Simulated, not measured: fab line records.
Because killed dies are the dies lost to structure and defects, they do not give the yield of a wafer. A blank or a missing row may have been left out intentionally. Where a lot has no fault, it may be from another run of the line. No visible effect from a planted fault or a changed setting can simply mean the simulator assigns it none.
Chamber matching || flow n5-finfet || 3 sister chambers for N5_BEOL_M11_PECVD_70 on pecvd-01
The step deposits SiO2 from TEOS/O2, target thk 20 nm, time 22.7 s. 6 wafers are shown with their chamber, then 11 later ones without.

== WAFERS, EACH WITH ITS CHAMBER ==
{"wafer": "L085.4", "chamber": 2, "showerhead-plenum-p-Torr (Torr)": 8.87, "throttle-valve-pct (%)": 20.1}
{"wafer": "L085.6", "chamber": 1, "showerhead-plenum-p-Torr (Torr)": 8.72, "throttle-valve-pct (%)": 21.0}
{"wafer": "L084.2", "chamber": 0, "showerhead-plenum-p-Torr (Torr)": 8.82, "throttle-valve-pct (%)": 21.7}
{"wafer": "L084.3", "chamber": 1, "showerhead-plenum-p-Torr (Torr)": 8.73, "throttle-valve-pct (%)": 21.6}
{"wafer": "L084.4", "chamber": 0, "showerhead-plenum-p-Torr (Torr)": 8.80, "throttle-valve-pct (%)": 21.6}
{"wafer": "L087.2", "chamber": 2, "showerhead-plenum-p-Torr (Torr)": 8.88, "throttle-valve-pct (%)": 19.9}

== WAFERS WITH NO CHAMBER GIVEN ==
{"wafer": "L087.3", "showerhead-plenum-p-Torr (Torr)": 8.80, "throttle-valve-pct (%)": 22.0}
{"wafer": "L087.6", "showerhead-plenum-p-Torr (Torr)": 8.82, "throttle-valve-pct (%)": 22.0}
{"wafer": "L093.1", "showerhead-plenum-p-Torr (Torr)": 8.70, "throttle-valve-pct (%)": 21.1}
{"wafer": "L093.2", "showerhead-plenum-p-Torr (Torr)": 8.82, "throttle-valve-pct (%)": 21.8}
{"wafer": "L093.6", "showerhead-plenum-p-Torr (Torr)": 8.72, "throttle-valve-pct (%)": 21.2}
{"wafer": "L092.1", "showerhead-plenum-p-Torr (Torr)": 8.81, "throttle-valve-pct (%)": 21.8}
{"wafer": "L092.4", "showerhead-plenum-p-Torr (Torr)": 8.81, "throttle-valve-pct (%)": 21.8}
{"wafer": "L092.6", "showerhead-plenum-p-Torr (Torr)": 8.70, "throttle-valve-pct (%)": 21.3}
{"wafer": "L095.1", "showerhead-plenum-p-Torr (Torr)": 8.80, "throttle-valve-pct (%)": 21.9}
{"wafer": "L095.3", "showerhead-plenum-p-Torr (Torr)": 8.72, "throttle-valve-pct (%)": 21.4}
{"wafer": "L095.5", "showerhead-plenum-p-Torr (Torr)": 8.81, "throttle-valve-pct (%)": 21.7}

== EACH ONE'S CHAMBER ==
{"wafer": "L087.3", "from the rows above": 0, "in truth": 0}
{"wafer": "L087.6", "from the rows above": 0, "in truth": 0}
{"wafer": "L093.1", "from the rows above": 1, "in truth": 1}
{"wafer": "L093.2", "from the rows above": 0, "in truth": 0}
{"wafer": "L093.6", "from the rows above": 1, "in truth": 1}
{"wafer": "L092.1", "from the rows above": 0, "in truth": 0}
{"wafer": "L092.4", "from the rows above": 0, "in truth": 0}
{"wafer": "L092.6", "from the rows above": 1, "in truth": 1}
{"wafer": "L095.1", "from the rows above": 0, "in truth": 0}
{"wafer": "L095.3", "from the rows above": 1, "in truth": 1}
{"wafer": "L095.5", "from the rows above": 0, "in truth": 0}
Placed correctly: 11 of 11. Can't be placed from these rows: 0. Wrongly placed: 0.
How it was worked out, from the rows above alone: a wafer's distance from a chamber is the root of the sum, over the readings, of the square of ((its reading less the chamber's mean) divided by the reading's scatter). If the next closest chamber is less than 2 further off than the closest, the wafer can't be placed; otherwise it belongs to the closest. For every chamber, the mean is computed from those of its wafers that are shown. The scatter is the square root of a quotient: the sum, over the shown wafers, of each reading's squared deviation from its chamber's mean, divided by wafers minus chambers.
